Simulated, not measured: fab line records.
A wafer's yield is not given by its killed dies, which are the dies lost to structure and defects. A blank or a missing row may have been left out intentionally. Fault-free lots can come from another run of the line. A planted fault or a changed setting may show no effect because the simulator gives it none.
fab line records	flow n5Finfet
[record] lots = 5	wafers = 15	lastDay = 18
route steps=1938 shown BEOL_M3@969 BEOL_M4@1111
lots that met no fault: from a run of the same line without faults
startH: start of the lot's first displayed wafer, in hours after the record's first day	waitH: hours since the lot's step before	" repeats the value in the row above	L1.1+2: a single row standing in for several wafers	- value missing, or start not given	* or withheld: withheld	< > ~ a bound
route shown NAME@n: NAME is a module with steps in the file, n the number in the route of the first one	usual: average and standard deviation across the fault-free wafers	same: alike in all rows	chamber/n: place in a boat	sites: each site's reading	_std_site: standard deviation across them	_edge_site: mean of outer sites minus mean of inner sites	radiusMm: for every site, how far away it sits from the centre of the wafer	mask NAME#n: copy n	behind: the tool/chamber that last shaped the wafer	hold: cause of the lot's hold/its duration in hours/its outcome	device: names the non-switching transistor (n, p or np)	end of line: tests run on the same wafers once the route is complete	a step given without rows: its recipe and nothing more	killed: at the first sort, the dies lost to defects and structure; wafer yield is something else	map: the dies of a wafer, with x for killed, . for not killed, _ for no die there
set.NAME: the setting the step ran with; set.NAME@STEP: the setting that earlier step ran with	model.NAME: the simulator's own value behind a step, which no gauge read
lots at selected steps of the route; one table per step, one row per wafer
services: a tool's chamber out of use, with start hour (startH, from the record's first day; less than 0 if before it), hours out, and reason
[[steps]]
[step N5_BEOL_M3_DESCUM_33]
[recipe] chemistry = O2	timeS = 7	sourcePowerW = 50	biasPowerW = 20	pressureMtorr = 20	rfFrequencyHz = 2.712e+07	tempC = 40	resist = CAR-EUV	o2FlowSccm = 225
[step N5_BEOL_M3_ETCH_77]
[recipe] chemistry = N2/H2	target = underlayer	targetDepthA = 65	maskMaterial = CAR-EUV	timeS = 5.2	ionEnergyEv = 200	pressureMtorr = 30	sourceW = 840	biasW = 150	n2FlowSccm = 200	h2FlowSccm = 200	ends = cleared
[step N5_BEOL_M3_ETCH_69]
[recipe] chemistry = CF4	target = SiARC	targetDepthA = 156	maskMaterial = CAR-EUV	timeS = 26	ionEnergyEv = 80	pressureMtorr = 40	sourceW = 545	biasW = 36	Ar_flow_sccm = 100	cf4FlowSccm = 100	ends = cleared
[step N5_BEOL_M3_ALD_98]
[recipe] material = SiO2	targetThkA = 25	tempC = 100	aldPrecursorFamily = BDEAS	aldCoReactant = O2-plasma	pulseTimeS = 1	coReactantPulseTimeS = 1	purgeTimeS = 2	coReactantPurgeTimeS = 2	aldCycles = 17	pressureTorr = 2
[step N5_BEOL_M3_ETCHBACK_99]
[recipe] chemistry = CHF3	target = SiO2	targetDepthA = 50	timeS = 10.4	sourceW = 215	biasW = 47	Ar_flow_sccm = 200	CHF3_flow_sccm = 12	ionEnergyEv = 100	pressureMtorr = 30
[step N5_BEOL_M3_ETCH_70]
[recipe] chemistry = N2/H2	target = SOC	targetDepthA = 800	overetchA = 160	maskMaterial = SiARC	tempC = 40	timeS = 120	ionEnergyEv = 200	pressureMtorr = 30	sourceW = 840	biasW = 150	n2FlowSccm = 200	h2FlowSccm = 200
[step N5_BEOL_M3_STRIP_71]
[recipe] chemistry = N2/H2	tempC = 40	n2FlowSccm = 200	h2FlowSccm = 200	rfFrequencyHz = 6e+07
[step N5_BEOL_M3_STRIP_78]
[recipe] chemistry = N2/H2	tempC = 40	n2FlowSccm = 200	h2FlowSccm = 200	rfFrequencyHz = 6e+07
[step N5_BEOL_M3_VIA_ETCH_34]
[recipe] chemistry = C4F6/O2	targetDepthA = 694	maskMaterial = SOC	pressureMtorr = 15	ionEnergyEv = 250	taperDeg = 4	timeS = 65.9	sourceW = 350	biasW = 170	Ar_flow_sccm = 300	C4F6_flow_sccm = 10	O2_flow_sccm = 10
[step N5_BEOL_M3_STRIP_83]
[recipe] chemistry = C4F6/O2	resist = SiARC	rfFrequencyHz = 6e+07
[step N5_BEOL_M3_STRIP_36]
[recipe] chemistry = N2/H2	powerW = 450	tempC = 40	pressureMtorr = 20	rfFrequencyHz = 6e+07	overashFraction = 0.3	biasPowerW = 7	h2Frac = 0.5	n2FlowSccm = 200	h2FlowSccm = 200
[step N5_BEOL_M3_TRENCH_ETCH_37]
[recipe] chemistry = C4F6/O2	targetDepthA = 555.55	target = SiOC	timeS = 29.2	ionEnergyEv = 250	pressureMtorr = 30	sourceW = 355	biasW = 185	Ar_flow_sccm = 300	C4F6_flow_sccm = 10	O2_flow_sccm = 10
[usual] chamberPressureMTorr = 30.003/0.03	drypumpMotorCurrentA = 5.7/0.34	mfcArSccm = 299.9/0.96	oesProductAu = 0.79/0.094	rfFwdPowerW = 350.7/1.6	rfVppV = 664/14	showerheadPlenumPTorr = 2.86/0.085	throttleValvePct = 20.78/0.3
lot.wafer	tool	chamber	startH	waitH	chamberPressureMTorr	drypumpMotorCurrentA	mfcArSccm	oesProductAu	rfFwdPowerW	rfHoursCounterH	rfVppV	showerheadPlenumPTorr	throttleValvePct	model.BEOL_M3.featureDepthNm	model.etch.depthNm	model.TiN_of_BEOL_M3_HM_DEP_02.thkNm
L738.2	rieDiel-04	1	208.87	-	30.001	6.3	299.2	0.69	349.4	233	687	2.92	21.03	55	55.1	17.8
L738.4	"	2	"	"	30.011	6.2	298.0	0.87	352.0	-	670	2.77	20.19	56.4	56.41	17.6
L738.6	"	1	"	"	30.037	6.3	300.0	0.68	349.8	-	687	2.92	21.03	54.4	54.48	17.4
L747.4	rieDiel-04	3	266.80	-	30.015	5.9	301.2	0.73	137.7	-	795	2.92	20.73	38.8	38.86	18.4
L747.5	"	0	"	"	29.969	5.6	300.4	0.77	135.4	-	771	2.93	20.68	39.6	39.55	18.4
L747.6	"	2	"	"	30.013	6.2	299.7	0.69	139.0	-	805	2.76	20.18	40.2	40.15	17.8
L750.2	rieDiel-04	0	278.05	-	29.954	5.7	299.7	0.76	136.2	17	770	2.93	20.68	39.6	39.51	18.2
L750.3	"	3	"	"	30.033	5.9	299.6	0.72	137.1	25	795	2.91	20.75	38.6	38.59	18.2
L750.4	"	0	"	"	30.001	5.7	300.2	0.76	135.0	-	771	2.92	20.69	39.8	39.72	18.4
L751.1	rieDiel-04	3	284.14	-	30.028	5.9	301.7	0.71	137.6	28	797	2.91	20.75	38	38.07	18.4
L751.5	"	2	"	"	30.005	6.2	300.5	0.68	137.8	-	807	2.75	20.19	39.6	39.52	18.4
L751.6	"	0	"	"	30.014	5.6	301.3	0.75	136.7	-	771	2.92	20.68	39.2	39.3	18
L753.1	rieDiel-01	0	287.64	-	29.965	5.3	300.5	0.78	351.2	98	644	2.87	20.91	55	54.91	17.4
L753.3	"	0	"	"	29.960	5.3	300.6	0.79	351.9	-	643	2.87	20.90	55	55.02	17.2
L753.6	"	0	"	"	29.988	5.3	301.6	0.78	350.7	-	645	2.87	20.88	55	55.08	17.4
[step N5_BEOL_M3_ETCH_41]
[recipe] chemistry = CH3F/O2	target = SiCN	targetDepthA = 299	taperDeg = 2	timeS = 52.5	ionEnergyEv = 120	maskMaterial = TiN	pressureMtorr = 30	sourceW = 395	biasW = 75	Ar_flow_sccm = 150	CH3F_flow_sccm = 30	O2_flow_sccm = 20
[step N5_BEOL_M3_STRIP_97]
[recipe] chemistry = N2/H2	timeS = 10	powerW = 450	tempC = 40	pressureMtorr = 20	rfFrequencyHz = 6e+07	biasPowerW = 7	n2FlowSccm = 200	h2FlowSccm = 200
[step N5_BEOL_M3_OCD_MEAS_38]
[usual] trenchDepthNm = 55.2/1
lot.wafer	tool	chamber	startH	waitH	trenchDepthNm
L738.2	ocd-02	-	209.02	-	55.2
L738.4	"	-	"	"	56.7
L738.6	"	-	"	"	54.2
L747.4	ocd-02	-	266.95	-	38.9
L747.5	"	-	"	"	39.2
L747.6	"	-	"	"	40.9
L750.2	ocd-02	-	278.21	-	40.0
L750.3	"	-	"	"	38.3
L750.4	"	-	"	"	40.0
L751.1	ocd-02	-	284.29	-	38.7
L751.5	"	-	"	"	40.1
L751.6	"	-	"	"	39.5
L753.1	ocd-02	-	288.04	-	55.2
L753.3	"	-	"	"	55.1
L753.6	"	-	"	"	54.8
[step N5_BEOL_M3_HM_STRIP_39]
[recipe] chemistry = peroxideTinStrip	material = TiN	targetDepthA = 250	tempC = 50	timeS = 158
[step N5_BEOL_M4_RC_MEAS_101]
[usual] DIBL_N = 36.0/1.9	DIBL_P = 36.0/2.1	IOFF_N = 0.155/0.029	IOFF_P = 0.20/0.032	ION_N = 672/11	ION_P = 461/6.9	SS_N = 71.5/0.58	SS_P = 73.2/0.64	VT_N = 250.4/2.9	VT_P = -251.0/2.8
lot.wafer	tool	chamber	startH	waitH	DIBL_N[mV/V]	DIBL_P[mV/V]	IOFF_N[nA/um]	IOFF_P[nA/um]	ION_N[uA/um]	ION_P[uA/um]	SS_N[mV/dec]	SS_P[mV/dec]	VT_N[mV]	VT_P[mV]
L738.2	prober-01	0	227.88	0.2	37.2	37.0	0.164	0.22	671	462	71.2	72.5	249.3	-249.2
L738.4	"	0	"	"	40.0	40.8	0.235	0.28	695	472	72.2	74.4	245.7	-246.3
L738.6	"	0	"	"	37.9	37.3	0.178	0.22	687	465	71.7	73.0	249.5	-248.8
L747.4	prober-01	0	285.65	0.5	34.1	35.4	0.123	0.16	668	456	71.3	72.9	253.4	-256.1
L747.5	"	0	"	"	35.9	37.6	0.153	0.19	677	465	71.7	73.3	248.6	-254.5
L747.6	"	0	"	"	33.2	34.1	0.113	0.15	664	459	71.1	73.1	254.9	-258.0
L750.2	prober-02	0	304.13	0.2	38.9	38.1	0.198	0.23	689	466	72.3	73.8	246.5	-250.8
L750.3	"	0	"	"	36.3	34.6	0.139	0.20	663	457	71.3	72.9	251.5	-250.9
L750.4	"	0	"	"	36.6	35.3	0.146	0.19	672	458	71.8	72.9	250.0	-252.7
L753.1	prober-01	0	311.35	0.0	35.8	33.2	0.143	0.18	661	453	71.0	73.1	250.2	-253.6
L753.3	"	0	"	"	37.8	36.0	0.173	0.22	665	453	72.0	74.1	247.7	-250.3
L753.6	"	0	"	"	38.5	37.5	0.198	0.25	685	465	72.1	74.3	247.6	-248.4
L751.1	prober-02	0	311.89	0.0	34.8	34.8	0.151	0.21	676	463	71.3	72.6	251.0	-250.0
L751.5	"	0	"	"	33.5	33.6	0.134	0.19	677	468	71.2	72.5	252.4	-247.9
L751.6	"	0	"	"	33.5	33.8	0.130	0.18	673	463	71.0	71.8	253.3	-252.4
[[services]]
tool	chamber	startH	hours	kind
rieDiel-01	1	194.00	11.3	repair
rieDiel-01	0	197.51	3.7	repair
rieDiel-04	0	206.61	-	clean
rieDiel-04	0	206.61	-	consumableReplace:focusRing
rieDiel-04	0	206.61	19.9	scheduledDown
rieDiel-04	0	206.61	19.9	ventCycle
rieDiel-01	3	226.04	5.8	repair
rieDiel-01	2	236.17	32.3	repair
rieDiel-01	-	236.82	0.8	repair
rieDiel-04	1	253.83	13.9	repair
rieDiel-01	2	268.72	-	clean
rieDiel-01	2	268.72	-	consumableReplace:focusRing
rieDiel-01	2	268.72	27.5	scheduledDown
rieDiel-01	2	268.72	27.5	ventCycle
rieDiel-04	1	274.71	-	clean
rieDiel-04	1	274.71	-	consumableReplace:focusRing
rieDiel-04	1	274.71	15.4	scheduledDown
rieDiel-04	1	274.71	15.4	ventCycle
rieDiel-01	1	279.30	8.4	repair
rieDiel-01	3	286.15	4.1	repair
rieDiel-04	3	287.19	4.6	repair
[[key]]
[firstSign] step = N5_BEOL_M3_TRENCH_ETCH_37	reading = rfFwdPowerW	direction = down	sigmas = 99+	usual = *	struck = *
[effect] step = N5_BEOL_M3_TRENCH_ETCH_37	reading = rfVppV	direction = up	sigmas = 9	usual = 664	struck = 787
[effect] step = N5_BEOL_M3_OCD_MEAS_38	reading = trenchDepthNm	direction = down	sigmas = 15	usual = 55.2	struck = 39.5
[modelEffect] step = N5_BEOL_M3_TRENCH_ETCH_37	value = BEOL_M3.featureDepthNm	without = 55.89	struck = 39.27
metAt N5_BEOL_M3_TRENCH_ETCH_37
struckWafers L747.4,L747.5,L747.6,L750.2,L750.3,L750.4,L751.1,L751.5,L751.6
onsetBetween 208.87 266.80
[fault] kind = processParameterDrift	tool = rieDiel-04	chamber = -	onsetH = 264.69	steps = N5_BEOL_M3_TRENCH_ETCH_37	channel = sourceW	offset = -213	shape = step	endH = 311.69	actsIn = theseRecipesOnly	stated = 355
